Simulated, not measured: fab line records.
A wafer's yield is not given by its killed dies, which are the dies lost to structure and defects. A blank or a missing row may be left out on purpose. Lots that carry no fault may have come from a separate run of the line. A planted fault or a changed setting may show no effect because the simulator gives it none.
fab line records	flow n5Finfet
record lots=4	wafers=12	lastDay=16
route steps=1938 shown BEOL_M4@1099 BEOL_M5@1112 BEOL_M7@1323 PASSIVATION@1936
lots with no fault: from the same line, run without faults
startH: start of the lot's first displayed wafer, in hours after the record's first day	waitH: hours from the lot's prior step to this one	" as in the row above	L1.1+2: several wafers, shown together as one row	- no value present, or no start provided	* or withheld: withheld	< > ~ a bound
route shown NAME@n: a module of which the file shows steps, and the number in the route of the first	usual: mean/standard deviation taken from wafers without a fault	same: alike in all rows	chamber/n: place in a boat	sites: the reading at each site	_std_site: standard deviation across them	_edge_site: outer sites' mean less inner sites'	radiusMm: for every site, how far away it sits from the centre of the wafer	mask NAME#n: copy n	behind: tool/chamber where the wafer was last shaped	hold: what put the lot on hold/how long, in hours/how the hold closed	device: the n, p or np transistor that did not switch	end of line: at the end of the route, the tests of the same wafers	a step with no rows: only its recipe	killed: not the wafer's yield, but the dies lost to structure and defects at the first sort	map: the dies of a wafer, with x for killed, . for not killed, _ for no die there
set.NAME: the run value of the setting; set.NAME@STEP: its run value at that earlier step	model.NAME: the simulator's own value behind a step, which no gauge read
certain route steps with their lots: each step a table, each wafer a row
services: from which hour (startH, from the record's first day; less than 0 if before it) a tool's chamber was out of use, for how many hours, and why
## steps
# step N5_BEOL_M4_ANNEAL_95
# recipe tempC=400	timeS=240	ambient=vacuum
# step N5_BEOL_M4_SPUTTER_96
# recipe material=Cu	targetThkA=45	tempC=-20	chamberPressurePa=0.07	powerW=withheld	timeS=8.29
# step N5_BEOL_M4_ECD_50
# recipe material=Cu	targetThkA=3000
# step N5_BEOL_M4_ANNEAL_51
# recipe tempC=225	timeS=90	ambient=N2
# step N5_BEOL_M4_CMP_52
# recipe stopOn=SiOC	tOverpolishS=6.8	downForcePsi=1	platenRpm=50	clearingPlatenDownForcePsi=1.5	clearingPlatenRpm=50	postCmpClean=cuAlkaline	targetThkNm=40	clearingPlatenPadVelocityMS=0.99484	padVelocityMS=0.99484
# step N5_BEOL_M4_PRE_CLEAN_60
# recipe gas=NH3/H2	timeS=15	tempC=*	rfPowerW=300
# step N5_BEOL_M4_CO_CAP_55
# recipe material=Co	targetThkA=20	tempC=200	precursor=CCTBA/H2	pressureTorr=30	timeS=102.1
# step N5_BEOL_M4_PRE_CLEAN_56
# recipe gas=NH3	timeS=15	tempC=withheld	rfPowerW=300
# step N5_BEOL_M4_DEP_57
# recipe material=SiCN	targetThkA=80	tempC=withheld	precursor=3MS/NH3	pressureTorr=3	rfW=202	timeS=14
# step N5_BEOL_M4_RC_MEAS_101
# usual DIBL_N=36.6/2.1	DIBL_P=36.3/2.2	IOFF_N=0.16/0.036	IOFF_P=0.21/0.038	ION_N=671/12	ION_P=460/7.5	SS_N=71.8/0.72	SS_P=73.3/0.72	VT_N=250/3.2	VT_P=-250/3.5
lot.wafer	tool	chamber	startH	waitH	DIBL_N[mV/V]	DIBL_P[mV/V]	IOFF_N[nA/um]	IOFF_P[nA/um]	ION_N[uA/um]	ION_P[uA/um]	SS_N[mV/dec]	SS_P[mV/dec]	VT_N[mV]	VT_P[mV]
L514.1	prober-01	0	171.68	0.0	42.0	39.6	0.24	0.30	681	466	73.4	74.4	247	-244
L514.4	"	0	"	"	36.9	33.8	0.14	0.20	661	455	71.7	73.2	252	-249
L514.5	"	0	"	"	37.6	34.7	0.16	0.23	671	466	71.6	73.2	252	-248
L526.1	prober-01	0	242.26	0.0	39.2	36.8	0.17	0.20	663	453	73.3	73.4	252	-252
L526.2	"	0	"	"	38.7	36.8	0.17	0.21	664	460	72.5	73.7	249	-250
L526.3	"	0	"	"	41.4	39.9	0.22	0.25	666	454	73.0	75.0	248	-248
L527.1	prober-01	0	243.19	0.6	35.5	36.2	0.14	0.19	665	455	71.9	73.6	252	-251
L527.3	"	0	"	"	36.6	36.7	0.16	0.20	659	453	72.2	73.6	248	-256
L527.5	"	0	"	"	34.6	34.6	0.13	0.18	653	452	72.0	72.3	254	-256
L533.1	prober-02	0	282.89	0.0	32.8	32.3	0.11	0.16	660	457	70.5	72.7	257	-255
L533.2	"	0	"	"	37.0	37.3	0.18	0.21	682	469	71.9	73.5	248	-252
L533.3	"	0	"	"	39.4	39.0	0.23	0.25	684	459	73.6	73.8	247	-251
# step N5_BEOL_M5_ILD_DEP_00
# recipe material=SiCOH_lowk	targetThkA=1406.4	tempC=300	precursor=DEMS/porogen	pressureTorr=5	rfW=500	timeS=25.9
# step N5_BEOL_M5_CURE_79
# recipe tempC=385	timeS=240	ambient=He/Ar	material=SiCOH_lowk
# step N5_BEOL_M5_PECVD_70
# recipe material=SiO2	targetThkA=160	tempC=400	precursor=TEOS/O2	pressureTorr=5.5	rfW=450	teosFlowSccm=53.8	gas=O2	flowSccm=3000	timeS=18
# step N5_BEOL_M5_HM_DEP_02
# recipe material=TiN	targetThkA=200	tempC=25	chamberPressurePa=0.49996
# step N5_BEOL_M5_COAT_59
# recipe resist=SOC	tempC=250	timeS=60	spinRpm=1500	resistThkNm=60
# step N5_BEOL_M5_COAT_60
# recipe resist=SiARC	tempC=220	timeS=60	spinRpm=1500	resistThkNm=12
# step N5_BEOL_M5_COAT_71
# recipe resist=underlayer	tempC=205	timeS=60	spinRpm=1500	resistThkNm=5
# step N5_BEOL_M5_COAT_05
# recipe resist=CAR-EUV	spinRpm=1500	resistThkNm=30
# step N5_BEOL_M5_EBR_07
# recipe solvent=PGMEA	ebrWidthMm=1.5
# step N5_BEOL_M5_SOFTBAKE_06
# recipe tempC=110	timeS=60	resist=CAR-EUV
# step N5_BEOL_M5_EXPOSE_08
# recipe maskId=M5	na=0.33	sourceShape=annular	sigmaInner=0.4	sigmaOuter=0.8	polarization=unpolarized	targetCdNm=28	doseMj=35.75
# step N5_BEOL_M5_PEB_09
# recipe pebTempC=100	pebTimeS=60	resist=CAR-EUV
# step N5_BEOL_M5_DEVELOP_10
# recipe developTimeS=30	developer=TMAH	resist=CAR-EUV	rinseLiquid=surfactantRinse	dry=airSpin	devTempC=23
# step N5_BEOL_M5_DESCUM_16
# recipe chemistry=O2	timeS=7	sourcePowerW=50	biasPowerW=20	pressureMtorr=20	rfFrequencyHz=2.712e+07	tempC=40	resist=CAR-EUV	o2FlowSccm=225
# step N5_BEOL_M5_ETCH_72
# recipe chemistry=N2/H2	target=underlayer	targetDepthA=65	maskMaterial=CAR-EUV	timeS=5.2	ionEnergyEv=200	pressureMtorr=30	sourceW=840	biasW=150	n2FlowSccm=200	h2FlowSccm=200	ends=cleared
# step N5_BEOL_M5_ETCH_61
# recipe chemistry=CF4	target=SiARC	targetDepthA=156	maskMaterial=CAR-EUV	timeS=26	ionEnergyEv=80	pressureMtorr=40	sourceW=545	biasW=36	Ar_flow_sccm=100	cf4FlowSccm=100	ends=cleared
# step N5_BEOL_M5_ETCH_62
# recipe chemistry=N2/H2	target=SOC	targetDepthA=750	overetchA=150	maskMaterial=SiARC	tempC=40	timeS=112.5	ionEnergyEv=200	pressureMtorr=30	sourceW=840	biasW=150	n2FlowSccm=200	h2FlowSccm=200
# step N5_BEOL_M5_STRIP_63
# recipe chemistry=N2/H2	tempC=40	n2FlowSccm=200	h2FlowSccm=200	rfFrequencyHz=6e+07
# step N5_BEOL_M5_STRIP_73
# recipe chemistry=N2/H2	tempC=40	n2FlowSccm=200	h2FlowSccm=200	rfFrequencyHz=6e+07
# step N5_BEOL_M5_STRIP_64
# recipe chemistry=CF4	resist=SiARC	powerW=300	biasPowerW=75	pressureMtorr=50	cf4FlowSccm=150	rfFrequencyHz=6e+07
# step N5_BEOL_M5_HM_OPEN_17
# recipe chemistry=Cl2/BCl3	targetDepthA=200	overetchA=60	target=TiN	maskMaterial=SOC	ionEnergyEv=150	pressureMtorr=10	icpW=1000	biasW=126	Cl2_flow_sccm=53.25	bcl3FlowSccm=21.75	Ar_flow_sccm=25
# step N5_BEOL_M5_STRIP_19
# recipe chemistry=O2	powerW=400	tempC=40	pressureMtorr=30	rfFrequencyHz=6e+07	biasPowerW=0	overashFraction=0.2	o2FlowSccm=225
# step N5_BEOL_M5_COAT_65
# recipe resist=SOC	tempC=250	timeS=60	spinRpm=1500	resistThkNm=60
# step N5_BEOL_M5_COAT_66
# recipe resist=SiARC	tempC=220	timeS=60	spinRpm=1500	resistThkNm=12
# step N5_BEOL_M7_SPUTTER_48
# recipe material=Cu	targetThkA=100	tempC=-20	biasV=60	powerW=26000	chamberPressurePa=0.13	timeS=1.667
# usual biasV=60.0/0.64	cathodeDcPowerW=26000/4.4	substrateTempC=-20.00/0.11	throttleValvePct=29.9/0.94
lot.wafer	tool	chamber	startH	waitH	biasV	cathodeDcPowerW	substrateTempC	throttleValvePct
L514.1	pvdSputter-03	-	199.40	0.1	59.0	25999	-19.97	30.0
L514.4	"	-	"	"	59.1	26001	-19.93	30.6
L514.5	"	-	"	"	60.3	26001	-19.84	29.4
L526.1	pvdSputter-02	-	269.08	0.1	-	-	-	-
L526.2	"	-	"	"	-	-	-	-
L526.3	"	-	"	"	-	-	-	-
L527.1	pvdSputter-03	-	275.00	0.1	-	-	-	-
L527.3	"	-	"	"	-	-	-	-
L527.5	"	-	"	"	-	-	-	-
L533.1	pvdSputter-01	-	312.89	0.2	60.1	26007	-19.94	30.5
L533.2	"	-	"	"	59.5	25999	-19.91	29.8
L533.3	"	-	"	"	59.7	26002	-19.98	30.8
# step N5_BEOL_M7_CMP_52
# recipe stopOn=SiCOH_lowk	tOverpolishS=6.9	downForcePsi=1	platenRpm=50	clearingPlatenDownForcePsi=1.5	clearingPlatenRpm=50	postCmpClean=cuAlkaline	targetThkNm=80	clearingPlatenPadVelocityMS=0.99484	padVelocityMS=0.99484
# usual motorCurrentA=5.9/0.55	platenRpm=50.000/0.03	timeToEndpointS=64.1/2.8
lot.wafer	tool	chamber	startH	waitH	motorCurrentA	platenRpm	timeToEndpointS
L514.1	cmp-04	3	200.02	0.3	5.4	49.959	62.6
L514.4	"	1	"	"	5.4	50.010	60.5
L514.5	"	2	"	"	5.9	50.023	60.4
L526.1	cmp-01	2	270.63	0.3	5.3	50.023	4.9
L526.2	"	0	"	"	5.2	50.026	3.1
L526.3	"	1	"	"	4.9	50.023	2.9
L527.3	cmp-02	2	275.52	0.2	6.4	49.998	2.9
L527.1	"	1	"	"	6.6	50.030	5.0
L527.5	"	2	"	"	6.4	49.999	2.0
L533.3	cmp-02	1	313.40	0.2	6.6	50.016	69.2
L533.2	"	2	"	"	6.4	49.982	64.2
L533.1	"	3	"	"	6.2	49.939	62.8
# step N5_PASSIVATION_PROBE_49
# usual defectLimitedYield=91.1/1.4	killed_at_M0_to_M3=33/9.1	killed_at_M4_up=14/5.6	killedAtContacts=13/5.7	killedAtFrontEnd=42/12	killedAtOther=4/3	killedDies=105/16	killedOnRim=13/4	killedOpen=69/11	killedShort=34/7.5	sort_bin_5_function=5.2/0.91	sort_bin_6_memory=3.3/0.64	sortNPass=1075/16	sortYieldPct=91.1/1.4
# same grossDies=1180	killedAtBackSide=0	sort_bin_4_leakage[%]=0	sort_bin_8_speed[%]=0
lot.wafer	tool	chamber	startH	waitH	defectLimitedYield[%]	killed_at_M0_to_M3	killed_at_M4_up	killedAtContacts	killedAtFrontEnd	killedAtOther	killedDies	killedOnRim	killedOpen	killedShort	sort_bin_5_function[%]	sort_bin_6_memory[%]	sortNPass	sortYieldPct[%]
L526.1	prober-02	-	341.45	0.0	0	34	1102	13	29	2	1180	152	60	29	96.7	2.8	0	0
L526.2	prober-02	-	341.50	0.1	0	29	1122	6	23	0	1180	152	49	21	97.5	2.3	0	0
L526.3	prober-02	-	341.55	0.1	0	31	1113	4	28	4	1180	152	55	24	97.7	1.8	0	0
L527.1	prober-01	-	344.70	0.0	0	29	1072	18	52	9	1180	152	84	28	96.4	3.5	0	0
L527.3	prober-01	-	344.80	0.1	0	35	1069	21	51	4	1180	152	86	38	96.2	3.4	0	0
L527.5	prober-01	-	344.90	0.2	0	28	1100	14	36	2	1180	152	63	34	96.1	3.7	0	0
L533.1	prober-01	-	382.54	0.0	91.6	31	21	19	28	0	99	14	69	27	5.1	3.0	1081	91.6
L533.2	prober-01	-	382.59	0.1	91.5	26	16	10	48	0	100	15	72	24	5.0	3.1	1080	91.5
L533.3	prober-01	-	382.64	0.1	90.4	39	19	13	42	0	113	11	77	35	5.3	4.1	1067	90.4
# killed by level:class
L526.1 BEOL_M7:areaSputter=560 BEOL_M7:areaEcd=531 MOL_CONTACT_COAG:geometricParticle:open=12 BEOL_M3:geometricParticle:open=9 BEOL_M0_SAQP:geometricParticle:open=7 BEOL_M0_SAQP:geometricParticle:short=6 GATE_CUT:geometricParticle:short=5 FIN_SAQP:geometricParticle:open=4
L526.2 BEOL_M7:areaSputter=568 BEOL_M7:areaEcd=542 BEOL_M0_SAQP:geometricParticle:open=8 BEOL_M2:geometricParticle:open=7 BEOL_M0_SAQP:geometricParticle:short=6 BEOL_M3:geometricParticle:open=6 BEOL_M4:geometricParticle:open=6 FIN_SAQP:geometricParticle:short=4
L526.3 BEOL_M7:areaEcd=572 BEOL_M7:areaSputter=529 BEOL_M2:geometricParticle:open=12 STI_FIN_REVEAL:geometricParticle:open=6 FIN_SAQP:geometricParticle:open=5 FIN_SAQP:geometricParticle:short=5 BEOL_M0_SAQP:geometricParticle:short=5 BEOL_M1:geometricParticle:open=5
L527.1 BEOL_M7:areaSputter=541 BEOL_M7:areaEcd=527 FIN_SAQP:geometricParticle:open=18 MOL_CONTACT_COAG:geometricParticle:open=15 STI_FIN_REVEAL:geometricParticle:open=11 BEOL_M1:geometricParticle:open=7 BEOL_M3:geometricParticle:open=7 FIN_SAQP:geometricParticle:short=6
L527.3 BEOL_M7:areaEcd=535 BEOL_M7:areaSputter=520 STI_FIN_REVEAL:geometricParticle:open=29 MOL_CONTACT_COAG:geometricParticle:open=15 BEOL_M3:geometricParticle:open=12 BEOL_M2:geometricParticle:open=8 MOL_CONTACT_COAG:geometricParticle:short=6 BEOL_M0_SAQP:geometricParticle:short=6
L527.5 BEOL_M7:areaSputter=544 BEOL_M7:areaEcd=539 STI_FIN_REVEAL:geometricParticle:open=10 BEOL_M2:geometricParticle:open=10 MOL_CONTACT_COAG:geometricParticle:open=9 BEOL_M3:geometricParticle:open=8 BEOL_M4:geometricParticle:open=8 FIN_SAQP:geometricParticle:short=5
L533.1 MOL_CONTACT_COAG:geometricParticle:open=19 BEOL_M3:geometricParticle:open=8 BEOL_M4:geometricParticle:open=7 BEOL_M1:geometricParticle:open=6 GATE_CUT:geometricParticle:short=5 BEOL_M0_SAQP:geometricParticle:open=5 FIN_SAQP:geometricParticle:open=4 BEOL_M0_SAQP:geometricParticle:short=4
L533.2 STI_FIN_REVEAL:geometricParticle:open=15 MOL_CONTACT_COAG:geometricParticle:open=9 BEOL_M1:geometricParticle:open=9 BEOL_M4:geometricParticle:open=9 GATE_CUT:geometricParticle:short=7 BEOL_M2:geometricParticle:open=7 FIN_SAQP:geometricParticle:short=4 FIN_SAQP:geometricParticle:open=4
L533.3 GATE_CUT:geometricParticle:short=14 MOL_CONTACT_COAG:geometricParticle:open=10 BEOL_M0_SAQP:geometricParticle:open=9 BEOL_M2:geometricParticle:open=9 BEOL_M4:geometricParticle:open=9 BEOL_M3:geometricParticle:open=7 STI_FIN_REVEAL:geometricParticle:open=6 FIN_SAQP:geometricParticle:open=4
# map L526.1 (x killed, . not)
_________________xxxxxxxxxxxx________________
______________xxxxxxxxxxxxxxxxxx_____________
___________xxxxxxxxxxxxxxxxxxxxxxxx__________
__________xxxxxxxxxxxxxxxxxxxxxxxxxx_________
________xxxxxxxxxxxxxxxxxxxxxxxxxxxxxx_______
_______xxxxxxxxxxxxxxxxxxxxxxxxxxxxxxxx______
______xxxxxxxxxxxxxxxxxxxxxxxxxxxxxxxxxx_____
_____xxxxxxxxxxxxxxxxxxxxxxxxxxxxxxxxxxxx____
____xxxxxxxxxxxxxxxxxxxxxxxxxxxxxxxxxxxxxx___
___xxxxxxxxxxxxxxxxxxxxxxxxxxxxxxxxxxxxxxxx__
___xxxxxxxxxxxxxxxxxxxxxxxxxxxxxxxxxxxxxxxx__
__xxxxxxxxxxxxxxxxxxxxxxxxxxxxxxxxxxxxxxxxxx_
__xxxxxxxxxxxxxxxxxxxxxxxxxxxxxxxxxxxxxxxxxx_
_xxxxxxxxxxxxxxxxxxxxxxxxxxxxxxxxxxxxxxxxxxxx
_xxxxxxxxxxxxxxxxxxxxxxxxxxxxxxxxxxxxxxxxxxxx
_xxxxxxxxxxxxxxxxxxxxxxxxxxxxxxxxxxxxxxxxxxxx
_xxxxxxxxxxxxxxxxxxxxxxxxxxxxxxxxxxxxxxxxxxxx
_xxxxxxxxxxxxxxxxxxxxxxxxxxxxxxxxxxxxxxxxxxxx
_xxxxxxxxxxxxxxxxxxxxxxxxxxxxxxxxxxxxxxxxxxxx
_xxxxxxxxxxxxxxxxxxxxxxxxxxxxxxxxxxxxxxxxxxxx
_xxxxxxxxxxxxxxxxxxxxxxxxxxxxxxxxxxxxxxxxxxxx
__xxxxxxxxxxxxxxxxxxxxxxxxxxxxxxxxxxxxxxxxxx_
__xxxxxxxxxxxxxxxxxxxxxxxxxxxxxxxxxxxxxxxxxx_
___xxxxxxxxxxxxxxxxxxxxxxxxxxxxxxxxxxxxxxxx__
___xxxxxxxxxxxxxxxxxxxxxxxxxxxxxxxxxxxxxxxx__
____xxxxxxxxxxxxxxxxxxxxxxxxxxxxxxxxxxxxxx___
_____xxxxxxxxxxxxxxxxxxxxxxxxxxxxxxxxxxxx____
______xxxxxxxxxxxxxxxxxxxxxxxxxxxxxxxxxx_____
_______xxxxxxxxxxxxxxxxxxxxxxxxxxxxxxxx______
________xxxxxxxxxxxxxxxxxxxxxxxxxxxxxx_______
__________xxxxxxxxxxxxxxxxxxxxxxxxxx_________
___________xxxxxxxxxxxxxxxxxxxxxxxx__________
______________xxxxxxxxxxxxxxxxxx_____________
_________________xxxxxxxxxxxx________________
# map L527.1 (x killed, . not)
_________________xxxxxxxxxxxx________________
______________xxxxxxxxxxxxxxxxxx_____________
___________xxxxxxxxxxxxxxxxxxxxxxxx__________
__________xxxxxxxxxxxxxxxxxxxxxxxxxx_________
________xxxxxxxxxxxxxxxxxxxxxxxxxxxxxx_______
_______xxxxxxxxxxxxxxxxxxxxxxxxxxxxxxxx______
______xxxxxxxxxxxxxxxxxxxxxxxxxxxxxxxxxx_____
_____xxxxxxxxxxxxxxxxxxxxxxxxxxxxxxxxxxxx____
____xxxxxxxxxxxxxxxxxxxxxxxxxxxxxxxxxxxxxx___
___xxxxxxxxxxxxxxxxxxxxxxxxxxxxxxxxxxxxxxxx__
___xxxxxxxxxxxxxxxxxxxxxxxxxxxxxxxxxxxxxxxx__
__xxxxxxxxxxxxxxxxxxxxxxxxxxxxxxxxxxxxxxxxxx_
__xxxxxxxxxxxxxxxxxxxxxxxxxxxxxxxxxxxxxxxxxx_
_xxxxxxxxxxxxxxxxxxxxxxxxxxxxxxxxxxxxxxxxxxxx
_xxxxxxxxxxxxxxxxxxxxxxxxxxxxxxxxxxxxxxxxxxxx
_xxxxxxxxxxxxxxxxxxxxxxxxxxxxxxxxxxxxxxxxxxxx
_xxxxxxxxxxxxxxxxxxxxxxxxxxxxxxxxxxxxxxxxxxxx
_xxxxxxxxxxxxxxxxxxxxxxxxxxxxxxxxxxxxxxxxxxxx
_xxxxxxxxxxxxxxxxxxxxxxxxxxxxxxxxxxxxxxxxxxxx
_xxxxxxxxxxxxxxxxxxxxxxxxxxxxxxxxxxxxxxxxxxxx
_xxxxxxxxxxxxxxxxxxxxxxxxxxxxxxxxxxxxxxxxxxxx
__xxxxxxxxxxxxxxxxxxxxxxxxxxxxxxxxxxxxxxxxxx_
__xxxxxxxxxxxxxxxxxxxxxxxxxxxxxxxxxxxxxxxxxx_
___xxxxxxxxxxxxxxxxxxxxxxxxxxxxxxxxxxxxxxxx__
___xxxxxxxxxxxxxxxxxxxxxxxxxxxxxxxxxxxxxxxx__
____xxxxxxxxxxxxxxxxxxxxxxxxxxxxxxxxxxxxxx___
_____xxxxxxxxxxxxxxxxxxxxxxxxxxxxxxxxxxxx____
______xxxxxxxxxxxxxxxxxxxxxxxxxxxxxxxxxx_____
_______xxxxxxxxxxxxxxxxxxxxxxxxxxxxxxxx______
________xxxxxxxxxxxxxxxxxxxxxxxxxxxxxx_______
__________xxxxxxxxxxxxxxxxxxxxxxxxxx_________
___________xxxxxxxxxxxxxxxxxxxxxxxx__________
______________xxxxxxxxxxxxxxxxxx_____________
_________________xxxxxxxxxxxx________________
## services
tool	chamber	startH	hours	kind
cmp-01	-	182.22	4.0	pm
cmp-01	-	186.22	-	consumableReplace:conditioner
cmp-01	-	186.22	-	consumableReplace:pad
cmp-01	-	186.22	4.1	pm
cmp-04	-	209.70	5.9	pm
cmp-02	-	220.16	4.0	pm
cmp-01	-	238.83	2.8	repair
cmp-02	-	243.49	2.6	repair
cmp-04	-	275.28	4.1	repair
cmp-04	-	304.80	4.0	pm
cmp-02	-	306.34	4.8	pm
cmp-04	-	308.80	-	consumableReplace:conditioner
cmp-04	-	308.80	-	consumableReplace:pad
cmp-01	-	309.04	0.5	repair
## key
firstSign step=N5_BEOL_M7_SPUTTER_48	reading=toolRecord	direction=missing
effect step=N5_BEOL_M7_CMP_52	reading=timeToEndpointS	direction=down	sigmas=21	usual=*	struck=*
effect step=N5_PASSIVATION_PROBE_49	reading=killed_at_M4_up	direction=up	sigmas=99+	usual=14	struck=1096
moreKillsBornAt N5_BEOL_M7_SPUTTER_48@pvdSputter-02=1657	N5_BEOL_M7_ECD_50@ecdCu-01=1645	N5_BEOL_M7_SPUTTER_48@pvdSputter-03=1605
metAt N5_BEOL_M7_SPUTTER_48
struckWafers L526.1,L526.2,L526.3,L527.1,L527.3,L527.5
laterRowsLeftOut L526.1,L526.2,L526.3,L527.1,L527.3,L527.5
onsetBetween 199.40 269.08
fault kind=skippedStepWhole	tool=pvdSputter-02,pvdSputter-03	chamber=-	onsetH=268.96	steps=N5_BEOL_M7_SPUTTER_48	scope=struckLotsOnly
# laterRowsLeftOut: the simulator's readings of these wafers behind a module that went badly wrong aren't trusted and aren't shown, but for the sort
